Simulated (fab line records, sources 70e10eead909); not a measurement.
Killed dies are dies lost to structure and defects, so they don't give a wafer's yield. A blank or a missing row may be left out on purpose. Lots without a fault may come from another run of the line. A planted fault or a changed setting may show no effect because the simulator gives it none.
fab line records | flow nand_harc
record lots=12 wafers=36 last_day=33
route steps=1302 shown A_ZERO_WELL@411 A_ONON_D1@444 A_CHANNEL_HOLE_D1@451 END@1302
lots that met no fault: from a run of the same line without faults
start_h: hours from the record's first day to the start of the lot's first wafer shown | wait_h: hours since the lot's step before | " the same as in the row above | L1.1+2: a row that stands for several wafers | - no value, or no start given | * or withheld: withheld | < > ~ a bound
route shown NAME@n: a module of which the file shows steps, and the number in the route of the first | usual: mean/standard deviation of fault-free wafers | same: alike in all rows | chamber/n: place in a boat | sites: the reading at each site | _std_site: their standard deviation | _edge_site: outer sites' mean less inner sites' | radius_mm: how far each site lies from the wafer's centre | mask NAME#n: copy n | behind: the tool/chamber that last shaped the wafer | hold: why the lot was held/for how many hours/how that ended | device: the transistor (n, p or np) that didn't switch | end of line: the same wafers' tests at the end of the route | a step without rows: its recipe alone | killed: dies lost to structure and defects at the first sort, not the wafer's yield | map: a wafer's dies, x killed, . not, _ none there
set.NAME: the setting as run; set.NAME@STEP: as run at that earlier step | model.NAME: the simulator's own value behind a step, which no gauge read
steps of the route over a sample of lots; a table a step, a row a wafer
services: from which hour (start_h, from the record's first day; less than 0 if before it) a tool's chamber was out of use, for how many hours, and why
## steps
# step NHARC_A_ZERO_WELL_RTA_16
# recipe temp_c=1000 time_s=10
# usual anneal_temp_c_max=1003.8/0.82 lamp_power_pct=31/3.2 lamp_zone_4_pct=31/3.2 wafer_temp_C_max=1004.1/1.2
# columns lot.wafer tool chamber start_h wait_h anneal_temp_c_max lamp_power_pct lamp_zone_4_pct wafer_temp_C_max
L178.1 rtp_anneal-01 0 149.74 - 1003.8 28 28 1005.9
L178.5 " 0 " " 1003.3 28 28 1003.7
L178.6 " 0 " " 1005.3 28 28 1003.9
L179.1 rtp_anneal-02 0 158.60 - 1003.9 34 34 1001.9
L179.3 " 0 " " 1002.7 34 34 1003.4
L179.6 " 0 " " 1003.4 34 34 1002.2
L180.2 rtp_anneal-02 0 174.95 - 1005.4 34 34 1003.7
L180.4 " 0 " " 1003.1 34 34 1003.1
L180.6 " 0 " " 1003.3 34 34 1004.0
L181.2 rtp_anneal-02 0 178.70 - 1003.6 34 34 1003.8
L181.4 " 0 " " 1003.3 34 34 1002.7
L181.6 " 0 " " 1004.0 34 34 1002.5
L186.1 rtp_anneal-02 0 237.23 - 1003.3 34 34 1004.1
L186.2 " 0 " " 1005.3 34 34 1002.6
L186.4 " 0 " " 1003.1 35 34 1003.1
L192.1 rtp_anneal-01 0 291.10 - 1004.1 28 28 1004.5
L192.2 " 0 " " 1004.6 28 28 1004.5
L192.3 " 0 " " 1004.7 28 28 1003.5
L193.1 rtp_anneal-01 0 316.08 - 1004.1 28 28 1004.4
L193.2 " 0 " " 1003.4 28 28 1005.0
L193.5 " 0 " " 1003.3 28 28 1006.1
L195.2 rtp_anneal-01 0 328.95 0.1 1002.9 28 28 1006.3
L195.4 " 0 " " 1002.3 28 28 1004.1
L195.6 " 0 " " 1003.2 28 28 1004.6
L197.3 rtp_anneal-01 0 344.23 - 1002.9 28 28 1004.3
L197.4 " 0 " " 1004.7 28 28 1005.4
L197.5 " 0 " " 1003.4 28 28 1005.3
L198.2 rtp_anneal-01 0 356.62 - 1003.6 28 28 1004.1
L198.3 " 0 " " 1003.6 28 28 1006.0
L198.6 " 0 " " 1004.8 28 28 1006.0
L199.1 rtp_anneal-02 0 361.13 - 1002.6 34 34 1003.7
L199.2 " 0 " " 1004.1 34 34 1003.6
L199.4 " 0 " " 1002.6 34 34 1003.3
L200.4 rtp_anneal-01 0 362.33 - 1003.6 28 28 1005.1
L200.5 " 0 " " 1003.9 28 28 1003.7
L200.6 " 0 " " 1004.7 28 28 1004.8
# step NHARC_A_ONON_D1_DEP_28
# recipe target_thk_a=10000 n2_flow_sccm=2750 n2o_flow_sccm=2000 nh3_flow_sccm=500 sih4_flow_sccm=210 temp_c=400
# usual n2_flow_sccm=2749/8.4
# columns lot.wafer tool chamber start_h wait_h n2_flow_sccm
L178.1 pecvd_onon-03 0 183.06 0.1 2740
L178.5 " 0 " " 2747
L178.6 " 0 " " 2749
L179.1 pecvd_onon-01 0 191.65 0.1 2756
L179.3 " 0 " " 2759
L179.6 " 0 " " 2761
L180.2 pecvd_onon-01 0 208.93 0.1 2752
L180.4 " 0 " " 2735
L180.6 " 0 " " 2734
L181.2 pecvd_onon-02 0 208.95 0.1 2741
L181.4 " 0 " " 2743
L181.6 " 0 " " 2737
L186.1 pecvd_onon-03 0 273.09 0.1 2738
L186.2 " 0 " " 2738
L186.4 " 0 " " 2743
L192.1 pecvd_onon-01 0 322.74 0.1 2747
L192.2 " 0 " " 2756
L192.3 " 0 " " 2741
L193.1 pecvd_onon-03 0 347.76 0.1 2760
L193.2 " 0 " " 2758
L193.5 " 0 " " 2759
L195.2 pecvd_onon-01 0 361.47 0.1 2744
L195.4 " 0 " " 2752
L195.6 " 0 " " 2746
L197.3 pecvd_onon-01 0 377.40 0.2 2747
L197.4 " 0 " " 2748
L197.5 " 0 " " 2754
L198.2 pecvd_onon-03 0 389.91 0.1 2759
L198.3 " 0 " " 2742
L198.6 " 0 " " 2762
L199.1 pecvd_onon-03 0 393.89 0.1 2758
L199.2 " 0 " " 2759
L199.4 " 0 " " 2748
L200.4 pecvd_onon-02 0 394.07 0.2 2752
L200.5 " 0 " " 2742
L200.6 " 0 " " 2750
# step NHARC_A_ONON_D1_THK_MEAS_30
# recipe thk_meas_gauge=ellipsometry
# usual thk_nm=1000/9.5
# columns lot.wafer tool chamber start_h wait_h hold thk_nm
L178.1 film_metro-02 - 183.57 - - 999
L178.5 " - " " - 997
L178.6 " - " " - 999
L179.1 film_metro-01 - 192.17 - - 991
L179.3 " - " " - 991
L179.6 " - " " - 990
L180.2 film_metro-01 - 209.39 - - 986
L180.4 " - " " - 985
L180.6 " - " " - 986
L181.2 film_metro-02 - 209.41 - - 992
L181.4 " - " " - 991
L181.6 " - " " - 992
L186.1 film_metro-02 - 273.60 - - 1007
L186.2 " - " " - 1006
L186.4 " - " " - 1009
L192.1 film_metro-01 - 323.25 - - 1023
L192.2 " - " " - 1022
L192.3 " - " " - 1026
L193.1 film_metro-02 - 348.27 - - 1010
L193.2 " - " " - 1008
L193.5 " - " " - 1011
L195.2 film_metro-02 - 361.92 - await_dispo/0.2h/release 629
L195.4 " - " " await_dispo/0.2h/release 629
L195.6 " - " " await_dispo/0.2h/release 628
L195.2 film_metro-02 - 362.09 0.2 - 628
L195.4 " - " " - 627
L195.6 " - " " - 628
L197.3 film_metro-01 - 377.79 - await_dispo/0.2h/release 632
L197.4 " - " " await_dispo/0.2h/release 631
L197.5 " - " " await_dispo/0.2h/release 631
L197.3 film_metro-01 - 377.96 0.2 - 631
L197.4 " - " " - 632
L197.5 " - " " - 630
L198.2 film_metro-01 - 390.37 - - 1011
L198.3 " - " " - 1009
L198.6 " - " " - 1011
L199.1 film_metro-02 - 394.40 - - 1010
L199.2 " - " " - 1014
L199.4 " - " " - 1009
L200.4 film_metro-02 - 394.41 - - 995
L200.5 " - " " - 994
L200.6 " - " " - 996
# step NHARC_A_CHANNEL_HOLE_D1_DEP_01
# recipe target_thk_a=1400 target_thk_nm=140 temp_c=400 pressure_torr=3.5 flow_sccm=200 rf_w=350 material=SiON
# usual heater_power_outer_w=487/78 heater_power_w=772/84 showerhead_vpp_V=1191/55
# columns lot.wafer tool chamber start_h wait_h heater_power_outer_w heater_power_w showerhead_vpp_V since_wet_clean_h
L178.1 pecvd-04 2 186.12 1.6 439 727 1147 85
L178.6 " 0 " " 434 725 1199 -
L178.5 " 1 " " 370 637 1280 -
L179.1 pecvd-04 0 194.70 1.6 512 806 1201 94
L179.3 " 1 " " 373 650 1280 94
L179.6 " 0 " " 399 657 1204 -
L180.2 pecvd-01 1 212.16 1.5 591 896 1192 69
L180.6 " 0 " " 600 875 1091 -
L180.4 " 2 " " 510 781 1224 -
L181.2 pecvd-01 0 212.86 1.5 542 776 1104 69
L181.4 " 1 " " 603 920 1187 -
L181.6 " 0 " " 551 791 1091 -
L186.1 pecvd-01 0 276.48 1.6 629 881 1110 133
L186.2 " 1 " " 531 816 1194 133
L186.4 " 2 " " 524 827 1249 -
L192.1 pecvd-04 1 327.79 1.7 313 566 1275 45
L192.3 " 2 " " 410 700 1122 45
L192.2 " 0 " " 509 793 1195 46
L193.1 pecvd-04 2 350.82 1.6 409 706 1146 68
L193.2 " 0 " " 491 796 1196 69
L193.5 " 1 " " 365 651 1269 -
L198.3 pecvd-01 2 394.06 1.0 487 768 1227 70
L198.2 " 0 " " 613 837 1098 70
L198.6 " 2 " " 493 810 1249 -
L199.1 pecvd-04 0 400.81 1.6 487 768 1216 118
L199.2 " 2 " " 451 757 1147 119
L199.4 " 0 " " 473 763 1181 -
L200.5 pecvd-01 1 402.07 0.4 531 806 1201 -
L200.6 " 2 " " 542 875 1243 -
L200.4 " 0 " " 626 875 1107 -
# step NHARC_A_CHANNEL_HOLE_D1_ETCH_38
# recipe target_depth_a=390 over_etch_frac=0.3 time_s=65 ion_energy_ev=80 cf4_flow_sccm=150 ar_flow_sccm=0 rf_w=300 bias_w=100 chemistry=CF4
# usual drypump_motor_current_A=5.7/0.36 oes_product_au=0.996/0.013 rf_vpp_V=151.0/1.2 showerhead_plenum_p_Torr=1.75/0.063 throttle_valve_pct=13.283/0.0094
# same over_etch_frac=0.3
# columns lot.wafer tool chamber start_h wait_h drypump_motor_current_A oes_product_au rf_hours_counter_h rf_vpp_V showerhead_plenum_p_Torr throttle_valve_pct
L178.1 rie_diel-04 1 187.13 0.1 5.6 1.008 0 151.8 1.83 13.280
L178.5 " 2 " " 6.2 1.005 - 152.3 1.88 13.274
L178.6 " 3 " " 5.5 1.008 - 150.6 1.76 13.287
L179.3 rie_diel-12 2 195.70 0.1 5.8 0.975 35 150.5 1.79 13.268
L179.1 " 3 " " 5.6 0.960 34 149.7 1.70 13.294
L179.6 " 1 " " 5.8 0.988 - 152.4 1.79 13.282
L180.2 rie_diel-03 2 213.01 0.1 5.0 0.988 7 151.3 1.73 13.292
L180.4 " 0 " " 5.7 1.002 7 150.6 1.69 13.272
L180.6 " 1 " " 5.8 0.987 - 152.4 1.84 13.280
L181.2 rie_diel-12 1 213.68 0.1 5.8 1.003 39 152.9 1.79 13.277
L181.4 " 0 " " 5.8 1.005 39 151.1 1.73 13.294
L181.6 " 2 " " 5.8 0.990 - 151.0 1.79 13.277
L186.2 rie_diel-03 0 277.35 0.1 5.8 1.005 13 150.1 1.69 13.278
L186.4 " 1 " " 5.7 0.984 13 150.8 1.83 13.274
L186.1 " 2 " " 5.0 1.007 12 150.5 1.73 13.282
L192.1 rie_diel-03 3 328.66 0.1 6.1 1.008 4 150.6 1.68 13.289
L192.3 " 0 " " 5.8 1.010 4 150.4 1.69 13.268
L192.2 " 2 " " 5.0 1.010 4 149.1 1.73 13.280
L193.1 rie_diel-12 3 351.86 0.1 5.6 0.972 23 150.5 1.69 13.277
L193.2 " 0 " " 5.8 1.018 26 150.6 1.71 13.286
L193.5 " 1 " " 5.8 1.005 - 151.0 1.78 13.270
L198.2 rie_diel-03 2 395.07 0.1 5.0 1.007 10 149.6 1.73 13.282
L198.3 " 3 " " 6.1 1.007 10 150.0 1.67 13.289
L198.6 " 1 " " 5.7 0.986 - 150.6 1.83 13.288
L199.4 rie_diel-03 0 401.80 0.1 5.8 1.009 10 148.2 1.68 13.300
L199.2 " 2 " " 5.0 0.998 10 150.6 1.73 13.274
L199.1 " 3 " " 6.1 1.008 11 151.1 1.67 13.281
L200.4 rie_diel-04 2 403.00 0.1 6.2 0.999 15 153.0 1.85 13.282
L200.6 " 3 " " 5.6 1.020 - 150.9 1.74 13.286
L200.5 " 0 " " 5.9 1.026 - 152.5 1.78 13.279
# step NHARC_END_SORT_01
# recipe temp_c=25
# usual killed_at_array=52/19 killed_at_other=1.0/1.2 killed_at_periphery=4.1/2.8 killed_dies=57/19 killed_open=3.1/1.7 killed_short=2.5/1.5
# same gross_dies=677
# columns lot.wafer tool chamber start_h wait_h killed_at_array killed_at_other killed_at_periphery killed_dies killed_open killed_short
L197.3 prober-02 0 750.97 3.1 671 1 5 677 7 2
L197.4 prober-02 0 751.79 3.5 672 1 4 677 0 2
L197.5 prober-02 0 752.60 3.8 674 0 3 677 2 3
L195.2 prober-01 0 762.10 2.8 677 0 0 677 2 1
L195.4 prober-01 0 763.69 3.4 675 0 2 677 5 2
L195.6 prober-01 0 765.27 4.0 674 1 2 677 5 3
# killed by level:class
L197.3 A_ONON_D1:area_dep=626 A_CHANNEL_HOLE_D1:chamber_film_flake=16 A_SLIT:chamber_film_flake=10 A_CHANNEL_HOLE_D2:chamber_film_flake=6 P_CONTACT:geometric_particle:open=2 A_DECK1_JOINT:chamber_film_flake=2 A_SGD_CUT:chamber_film_flake=2 A_WL_FILL:chamber_film_flake=2
L197.4 A_ONON_D1:area_dep=607 A_CHANNEL_HOLE_D2:chamber_film_flake=28 A_SLIT:chamber_film_flake=22 A_CHANNEL_HOLE_D1:chamber_film_flake=8 A_SGD_CUT:chamber_film_flake=3 P_CONTACT:chamber_film_flake=2 A_ONON_D2:geometric_particle:short=1 A_M0:geometric_particle:short=1
L197.5 A_ONON_D1:area_dep=648 A_SLIT:chamber_film_flake=8 A_CHANNEL_HOLE_D2:chamber_film_flake=7 A_CHANNEL_HOLE_D1:chamber_film_flake=3 P_CONTACT:chamber_film_flake=2 A_SOURCE_PLATE:geometric_particle:short=1 A_CHANNEL_FILL_D1:geometric_particle:open=1 A_DECK1_JOINT:geometric_particle:short=1
L195.2 A_ONON_D1:area_dep=651 A_SLIT:chamber_film_flake=11 A_CONTACT:chamber_film_flake=6 A_CHANNEL_HOLE_D1:chamber_film_flake=3 A_SGD_CUT:chamber_film_flake=2 A_CHANNEL_FILL_D1:geometric_particle:short=1 A_DECK1_JOINT:geometric_particle:open=1 A_CHANNEL_FILL_D2:geometric_particle:open=1
L195.4 A_ONON_D1:area_dep=637 A_SLIT:chamber_film_flake=10 A_CONTACT:chamber_film_flake=8 A_CHANNEL_HOLE_D1:chamber_film_flake=6 A_STAIRCASE:chamber_film_flake=5 A_CHANNEL_FILL_D1:chamber_film_flake=3 P_GATE:geometric_particle:open=1 P_M0:geometric_particle:open=1
L195.6 A_ONON_D1:area_dep=642 A_CONTACT:chamber_film_flake=9 A_CHANNEL_HOLE_D1:chamber_film_flake=8 A_SLIT:chamber_film_flake=5 A_M1:geometric_particle:open=2 P_GATE:geometric_particle:open=1 A_ONON_D1:geometric_particle:short=1 A_CHANNEL_HOLE_D1:geometric_particle:open=1
## services
# columns tool chamber start_h hours kind
pecvd-01 - 130.40 13.0 pm
rie_diel-03 3 140.03 1.7 repair
rie_diel-12 3 169.33 4.7 repair
rie_diel-03 - 176.73 0.3 repair
rie_diel-04 - 177.90 9.0 pm
rie_diel-12 1 219.81 2.7 repair
pecvd_onon-03 - 227.19 13.0 pm
rie_diel-03 3 233.74 10.9 repair
rie_diel-12 1 247.46 7.9 repair
rie_diel-12 3 262.30 14.8 repair
rie_diel-12 2 267.07 21.9 repair
pecvd-04 - 269.37 13.0 pm
pecvd_onon-01 - 269.43 13.0 pm
rie_diel-12 - 270.69 9.0 pm
rie_diel-03 - 281.32 9.0 pm
pecvd_onon-01 - 289.30 7.6 repair
pecvd-01 - 311.40 13.0 pm
rie_diel-03 2 311.91 2.2 repair
rie_diel-03 0 333.78 4.3 repair
pecvd-04 - 334.11 0.2 repair
pecvd_onon-01 - 355.08 1.0 repair
rtp_anneal-01 - 372.00 12.0 pm
pecvd_onon-01 - 401.36 1.4 repair
rie_diel-03 0 402.70 2.8 repair
## key
first_sign step=NHARC_A_ONON_D1_THK_MEAS_30 reading=visit direction=added
effect step=NHARC_A_ONON_D1_THK_MEAS_30 reading=thk_nm direction=down sigmas=39 usual=1000 struck=630
effect step=NHARC_END_SORT_01 reading=killed_dies direction=up sigmas=33 usual=57 struck=677
more_kills_born_at NHARC_A_ONON_D1_DEP_28@pecvd_onon-01=3811
met_at NHARC_A_ONON_D1_DEP_28
struck_lots L195,L197
struck_wafers L195.2,L195.4,L195.6,L197.3,L197.4,L197.5
later_rows_left_out L195.2,L195.4,L195.6,L197.3,L197.4,L197.5
tester_left_out L195,L197
not_acting_at NHARC_A_ZERO_WELL_RTA_16,NHARC_A_CHANNEL_HOLE_D1_DEP_01,NHARC_A_CHANNEL_HOLE_D1_ETCH_38
onset_between 322.74 361.47
fault kind=process_parameter_drift tool=pecvd_onon-01 chamber=0 onset_h=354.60 steps=NHARC_A_ONON_D1_DEP_28 channel=target_thk_a offset=* shape=step end_h=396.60 acts_in=* stated=*
# tester_left_out: of these lots the tester's yield and bins aren't shown, on N5 and GAA mostly nor the transistor test; their killed dies are dies lost to structure and defects alone, not to doping, threshold or leakage, so they don't give the yield
# later_rows_left_out: the simulator's readings of these wafers behind a module that went badly wrong aren't trusted and aren't shown, but for the sort
